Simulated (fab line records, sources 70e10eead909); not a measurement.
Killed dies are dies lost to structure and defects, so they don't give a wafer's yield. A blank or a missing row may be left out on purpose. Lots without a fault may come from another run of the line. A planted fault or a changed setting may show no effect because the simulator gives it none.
Which tool did it? | flow nand_harc | 12 lots, 36 wafers sampled, at 4 steps of a route of 1302

WHAT THE GAUGES READ, wafer by wafer
The record holds no reading of a measuring or inspecting step that can be judged against a usual standard deviation.

WHICH TOOL RAN EACH LOT (tool, then ch and the chambers of the sampled wafers, then the start)
lot  | NHARC_A_WL_FILL_RTA_01           | NHARC_A_WL_FILL_ETCHBACK_17       | NHARC_A_CONTACT_DEP_24          | NHARC_A_CONTACT_DEP_29
L653 | rtp_anneal-01 ch 0, day 20 09:20 | rie_metal-01 ch 0, day 20 20:48   | pecvd-01 ch 1,2, day 21 03:06   | pecvd-02 ch 1,2, day 21 09:47
L654 | rtp_anneal-01 ch 0, day 21 02:07 | rie_metal-01 ch 0,1, day 21 15:24 | pecvd-02 ch 0,1,2, day 21 21:45 | pecvd-03 ch 0,1,2, day 22 02:40
L655 | rtp_anneal-01 ch 0, day 21 08:27 | rie_metal-02 ch 0,1, day 22 02:06 | pecvd-03 ch 0,1,2, day 22 08:32 | pecvd-02 ch 0,1,2, day 22 15:08
L664 | rtp_anneal-02 ch 0, day 24 18:26 | rie_metal-01 ch 0,1, day 25 09:08 | pecvd-01 ch 1,2, day 25 15:34   | pecvd-03 ch 1,2, day 25 21:37
L668 | rtp_anneal-01 ch 0, day 26 03:56 | rie_metal-01 ch 0,1, day 26 15:04 | pecvd-03 ch 0,1, day 26 21:28   | pecvd-03 ch 1,2, day 27 04:27
L667 | rtp_anneal-01 ch 0, day 26 04:08 | rie_metal-03 ch 0,1, day 26 15:04 | pecvd-01 ch 1,2, day 26 21:38   | pecvd-02 ch 0,1,2, day 27 05:47
L670 | rtp_anneal-02 ch 0, day 26 21:05 | rie_metal-03 ch 0,1, day 27 09:40 | pecvd-03 ch 0,2, day 27 16:07   | pecvd-03 ch 0,2, day 27 21:32
L672 | rtp_anneal-01 ch 0, day 28 02:51 | rie_metal-02 ch 0, day 28 15:40   | pecvd-02 ch 0,1,2, day 28 22:16 | pecvd-02 ch 0,2, day 29 08:03
L674 | rtp_anneal-02 ch 0, day 28 02:53 | rie_metal-01 ch 0,1, day 28 15:30 | pecvd-03 ch 0,1,2, day 28 21:56 | pecvd-03 ch 0,1,2, day 29 03:46
L673 | rtp_anneal-01 ch 0, day 29 01:56 | rie_metal-03 ch 0,1, day 29 13:10 | pecvd-02 ch 0,1,2, day 29 19:40 | pecvd-02 ch 0,1,2, day 30 00:59
L675 | rtp_anneal-01 ch 0, day 30 04:33 | rie_metal-01 ch 0,1, day 30 16:00 | pecvd-02 ch 1,2, day 30 22:29   | pecvd-02 ch 1,2, day 31 04:43
L676 | rtp_anneal-01 ch 0, day 30 08:14 | rie_metal-02 ch 0, day 30 19:50   | pecvd-03 ch 0,1,2, day 31 02:11 | pecvd-03 ch 0,1, day 31 07:03
- NHARC_A_WL_FILL_RTA_01: time 5 s.
- NHARC_A_WL_FILL_ETCHBACK_17: etches the open film in Cl2/BCl3, target depth 4 nm, time 26.7 s.
- NHARC_A_CONTACT_DEP_24: deposits SiO2, target thk 500 nm.
- NHARC_A_CONTACT_DEP_29: deposits SiON, target thk 100 nm.

WHAT THE TOOLS THEMSELVES READ (means of the sampled wafers that have a number; where no wafer has one, the mark that the record gives instead)
NHARC_A_WL_FILL_RTA_01. Usual: anneal_temp_c_max 1004.4, standard deviation 2.5; lamp_power_pct 32.1 %, standard deviation 0.71; lamp_zone_2_pct 32.1 %, standard deviation 0.7; lamp_zone_6_pct 32.0 %, standard deviation 0.71; wafer_temp_C_max 1003.5, standard deviation 0.71.
lot  | tool          | anneal_temp_c_max | lamp_power_pct (%) | lamp_zone_2_pct (%) | lamp_zone_6_pct (%) | wafer_temp_C_max | flag
L653 | rtp_anneal-01 | 1002.8            | 32.6               | 32.6                | 32.6                | 1003.6           |
L654 | rtp_anneal-01 | 1002.5            | 32.6               | 32.6                | 32.6                | 1003.7           |
L655 | rtp_anneal-01 | 1002.4            | 32.6               | 32.6                | 32.5                | 1004.0           |
L664 | rtp_anneal-02 | 1008.6            | 31.1               | 31.1                | 31.1                | 1003.1           |
L668 | rtp_anneal-01 | 1002.3            | 32.6               | 32.6                | 32.6                | 1004.0           |
L667 | rtp_anneal-01 | 1003.5            | 32.6               | 32.6                | 32.6                | 1003.6           |
L670 | rtp_anneal-02 | 1006.9            | 31.1               | 31.1                | 31.0                | 1002.5           |
L672 | rtp_anneal-01 | 1002.6            | 32.6               | 32.6                | 32.5                | 1004.0           |
L674 | rtp_anneal-02 | 1006.3            | 31.1               | 31.1                | 31.0                | 1002.8           |
L673 | rtp_anneal-01 | 1002.1            | 32.6               | 32.6                | 32.5                | 1003.9           |
L675 | rtp_anneal-01 | 1002.6            | 32.6               | 32.6                | 32.6                | 1003.0           |
L676 | rtp_anneal-01 | 1003.1            | 32.6               | 32.6                | 32.6                | 1004.1           |

NHARC_A_WL_FILL_ETCHBACK_17. Usual: chamber_pressure_mTorr 10.000 mTorr, standard deviation 0.0095; drypump_motor_current_A 5.9 A, standard deviation 0.34; oes_product_au 1.002 a.u., standard deviation 0.007.
lot  | tool         | chamber_pressure_mTorr (mTorr) | drypump_motor_current_A (A) | oes_product_au (a.u.) | flag
L653 | rie_metal-01 | 10.006                         | 6.1                         | 0.999                 |
L654 | rie_metal-01 | 9.997                          | 6.0                         | 0.999                 |
L655 | rie_metal-02 | 10.000                         | 5.8                         | 1.005                 |
L664 | rie_metal-01 | 9.991                          | 6.0                         | 1.000                 |
L668 | rie_metal-01 | 10.002                         | 5.8                         | 0.999                 |
L667 | rie_metal-03 | 9.996                          | 6.2                         | 1.004                 |
L670 | rie_metal-03 | 10.002                         | 6.2                         | 1.008                 |
L672 | rie_metal-02 | 9.989                          | 5.9                         | 1.005                 |
L674 | rie_metal-01 | 9.997                          | 5.8                         | 0.993                 |
L673 | rie_metal-03 | 9.997                          | 5.9                         | 1.002                 |
L675 | rie_metal-01 | 10.007                         | 5.8                         | 0.999                 |
L676 | rie_metal-02 | 10.007                         | 5.9                         | 0.998                 |

NHARC_A_CONTACT_DEP_24. Usual: heater_power_w 553 W, standard deviation 78; rf_fwd_power_W 898.7 W, standard deviation 2.7; susceptor_temp_C 400.00 C, standard deviation 0.2; throttle_valve_pct 16.0 %, standard deviation 0.56.
lot  | tool     | heater_power_w (W) | rf_fwd_power_W (W) | susceptor_temp_C (C) | throttle_valve_pct (%) | flag
L653 | pecvd-01 | 544                | 898.0              | 399.74               | 15.8                   |
L654 | pecvd-02 | 519                | 896.6              | 399.88               | 15.9                   |
L655 | pecvd-03 | 515                | 899.2              | 399.97               | 16.2                   |
L664 | pecvd-01 | 515                | 1007.8             | 400.06               | 16.1                   | OFF
L668 | pecvd-03 | 575                | 901.1              | 400.01               | 16.2                   |
L667 | pecvd-01 | 571                | 1008.2             | 399.97               | 15.6                   | OFF
L670 | pecvd-03 | 516                | 900.2              | 400.18               | 16.3                   |
L672 | pecvd-02 | 520                | 900.0              | 399.86               | 15.7                   |
L674 | pecvd-03 | 557                | 898.3              | 399.94               | 16.2                   |
L673 | pecvd-02 | 529                | 901.0              | 399.89               | 15.9                   |
L675 | pecvd-02 | 601                | 896.1              | 400.13               | 16.0                   |
L676 | pecvd-03 | 547                | 899.0              | 399.98               | 16.1                   |

NHARC_A_CONTACT_DEP_29. Usual: heater_power_w 747 W, standard deviation 86; rf_fwd_power_W 349.0 W, standard deviation 1.1; susceptor_temp_C 400.02 C, standard deviation 0.23.
lot  | tool     | heater_power_w (W) | rf_fwd_power_W (W) | susceptor_temp_C (C) | flag
L653 | pecvd-02 | 789                | 348.9              | 399.64               |
L654 | pecvd-03 | 753                | 349.7              | 400.18               |
L655 | pecvd-02 | 768                | 348.8              | 399.96               |
L664 | pecvd-03 | 670                | 348.6              | 399.86               |
L668 | pecvd-03 | 688                | 349.7              | 399.88               |
L667 | pecvd-02 | 716                | 349.0              | 400.30               |
L670 | pecvd-03 | 735                | 348.1              | 400.12               |
L672 | pecvd-02 | 771                | 349.0              | 400.01               |
L674 | pecvd-03 | 739                | 349.3              | 399.86               |
L673 | pecvd-02 | 760                | 349.0              | 400.16               |
L675 | pecvd-02 | 758                | 349.3              | 400.08               |
L676 | pecvd-03 | 724                | 349.1              | 399.94               |

THE ANSWER, worked out from the rows above alone
Rule: a lot is off if the mean of its wafers that have a number lies more than 3 standard deviations from the usual mean. A lot without any number at a reading at which 4 lots or more have one is off too. The other lots that the step has rows for count as sound. The gauges are gone through in route order, then the tools' own readings, and for those a lot's mean is taken as printed above. The first step at which some lot is off is used, and at that step the reading that is off furthest; a lot without a number counts as furthest.
Off: L664, L667, at NHARC_A_CONTACT_DEP_24 (rf_fwd_power_W).
A tool fits if, at that step or a process step before it, it ran every lot that is off, and no sound lot after the first of them. One fits: pecvd-01 at NHARC_A_CONTACT_DEP_24. Its last sound lot is L653 (day 21 03:06), its first lot that is off L664 (day 25 15:34): a fault that began between those two fits.
The tool's own readings at NHARC_A_CONTACT_DEP_24 bear it out: on the lots that are off they differ by more than 5 times the standard deviation of the sound lots' means. rf_fwd_power_W reads 1008.0 W there against 899.0 W on the sound lots.

WHAT THE SIMULATOR HAD PUT IN
Process parameter drift: pecvd-01, from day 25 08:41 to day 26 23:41, at NHARC_A_CONTACT_DEP_24. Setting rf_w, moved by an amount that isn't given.
Lots struck among those shown: L664, L667. The rule above found the same.
